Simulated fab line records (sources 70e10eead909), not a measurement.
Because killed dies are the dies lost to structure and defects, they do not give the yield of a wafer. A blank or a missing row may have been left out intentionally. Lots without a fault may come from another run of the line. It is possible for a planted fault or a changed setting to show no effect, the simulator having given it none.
Chamber matching ; flow nand-harc ; 4 sister chambers for NHARC_A_CONTACT_ALD_18 on ald-metal-02
The step deposits TiN, target thk 3 nm, pulse time 1 s, ald cycles 150. 8 wafers are shown with their chamber, then 9 later ones without.

== WAFERS, EACH WITH ITS CHAMBER ==
wafer;chamber;heater-power-w (W);precursor-pulse-height-rel
L077.4;0;948;1.009
L079.2;1;1071;0.982
L085.1;3;1315;1.012
L085.2;2;1009;0.984
L085.3;0;941;0.986
L090.1;3;1275;0.985
L090.3;2;1051;1.009
L090.4;1;1061;0.983

== WAFERS WITHOUT THEIR CHAMBER ==
wafer;heater-power-w (W);precursor-pulse-height-rel
L092.3;933;0.996
L092.5;949;1.003
L092.6;1268;1.004
L093.2;1085;1.020
L093.3;958;0.958
L093.4;1057;1.003
L097.2;1033;0.981
L097.4;927;1.011
L097.5;1057;1.024

== CHAMBER TAKEN BY EACH ==
wafer;from the rows above;in truth
L092.3;0;0
L092.5;0;0
L092.6;3;3
L093.2;can't be placed: 1 or 2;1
L093.3;can't be placed: 0 or 2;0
L093.4;can't be placed: 2 or 1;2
L097.2;can't be placed: 2 or 1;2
L097.4;0;0
L097.5;can't be placed: 2 or 1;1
Placed correctly: 4 of 9. Can't be placed from these rows: 5 (the true chamber is among the candidates in 5). Placed wrongly: 0.
How it was worked out, from the rows above alone: a wafer's distance from a chamber is the root of the sum, over the readings, of the square of ((its reading less the chamber's mean) divided by the reading's scatter). If the next closest chamber is less than 2 further off than the closest, the wafer can't be placed; otherwise it belongs to the closest. A chamber's mean is the mean of its shown wafers. The scatter is the square root of a quotient: the sum, over the shown wafers, of each reading's squared deviation from its chamber's mean, divided by wafers minus chambers.
